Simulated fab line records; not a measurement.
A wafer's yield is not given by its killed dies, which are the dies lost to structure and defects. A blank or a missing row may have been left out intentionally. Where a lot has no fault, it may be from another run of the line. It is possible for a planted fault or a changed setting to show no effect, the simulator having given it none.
Problem report, 8D (eight disciplines) form, completed by code / flow n5 finfet / the parts of the form that need people (team, actions taken, sign-off) are left out

== 1. WHAT IS WRONG ==
M8_ILD_THK at N5_BEOL_M8_THK_MEAS_01 reads a mean of 93.5 nm on 4 wafers of 3 lots; wafers without a fault read 154.8 nm with a standard deviation of 1.8. Relative to the usual mean, that is a shift of -34 standard deviations.
Earliest sighting: wafer L284.3 on film metro-01 at day 13 07:12. Wafers with a number at this step in the record: 26, from 9 lots. The rule behind "out" and "out of limits": a value lying over 4 standard deviations away from the usual mean. All remaining wafers that have a number are taken as sound.

== 2. WHAT IT IS, WHAT IT ISN'T ==
question=which readings at this step | is=M8_ILD_THK | is not=-
question=which lots | is=L284, L286, L287 | is not=L271, L275, L277, L288, L291, L292
question=which wafers of those lots | is=L284.3, L286.4, L287.3, L287.4 | is not=L284.2, L286.1, L286.6, L287.6
question=read on which gauges | is=film metro-01, film metro-02 | is not=-
question=when | is=from day 13 07:12 | is not=up to then (10 sound wafers); but 12 sound wafers of L286, L287, L288, L291, L292 came after

== 3. WHAT RULES OUT EACH SUSPECT ==
Counting: a tool at a process step up to the reading stays a suspect if it ran every lot that is out. Sound lots after the first of them don't rule it out here, since some wafers of a struck lot are sound.
- the gauge at N5_BEOL_M8_THK_MEAS_01 has been ruled out. Those wafers that are out were read across 2 gauges (film metro-01, film metro-02).
- pecvd-03 at N5_BEOL_M8_ILD_DEP_00 (deposits SiCOH lowk from DEMS/porogen, target thk 179.75 nm, time 33.4 s): kept. It ran every lot that is out, first L284 (day 13 05:31); its last sound lot up to then is L277 (day 11 13:20).
After counting, what remains is pecvd-03 at N5_BEOL_M8_ILD_DEP_00.

== 4. THE CAUSE (what the simulator had put in) ==
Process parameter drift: pecvd-03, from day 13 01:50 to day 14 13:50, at N5_BEOL_M8_ILD_DEP_00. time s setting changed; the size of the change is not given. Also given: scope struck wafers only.
After counting, this tool was the only one left.

== 5. SEQUENCE OF EFFECTS, ordered by route ==
Each row: a reading where the mean over the struck wafers with a number is more than 3 standard deviations away from the usual. Only readings whose record carries a usual standard deviation are examined. hours: median over the lots of the time between each lot's start at the first step of this table that gives one and its start at this step. sigmas: the change, counted in usual standard deviations.
hours=0; step=N5_BEOL_M8_THK_MEAS_01; reading=M8_ILD_THK; usual=154.8 nm; on struck wafers=93.5; change=-61.3; sigmas=-34
hours=75; step=N5_PASSIVATION_PROBE_49; reading=defect limited yield; usual=91.4 %; on struck wafers=65.3; change=-26.1; sigmas=-17
hours=75; step=N5_PASSIVATION_PROBE_49; reading=killed_at_M4_up; usual=13; on struck wafers=320; change=+307; sigmas=+53
hours=75; step=N5_PASSIVATION_PROBE_49; reading=killed dies; usual=101; on struck wafers=410; change=+308; sigmas=+17
hours=75; step=N5_PASSIVATION_PROBE_49; reading=killed on rim; usual=13; on struck wafers=75; change=+62; sigmas=+15
hours=75; step=N5_PASSIVATION_PROBE_49; reading=sort n pass; usual=1079; on struck wafers=770; change=-308; sigmas=-17
hours=75; step=N5_PASSIVATION_PROBE_49; reading=sort yield pct; usual=91.4 %; on struck wafers=65.3; change=-26.1; sigmas=-17
The process steps in it:
- N5_PASSIVATION_PROBE_49

== 6. WHAT WOULD HAVE CAUGHT IT SOONER ==
Counted from the fault's start at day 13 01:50, it took 5 hours until the first out-of-limits reading at a measuring or inspecting step in this record, taken at day 13 07:12.
Of the tool readings at N5_BEOL_M8_ILD_DEP_00 for which the record gives a usual standard deviation, none was out on any struck wafer, so an alarm limit of 4 standard deviations on them would not have fired.
Lots out: 3; of these, L286, L287 started N5_BEOL_M8_ILD_DEP_00 on pecvd-03 after day 13 07:12. A hold on the tool at that time would have spared those 2.
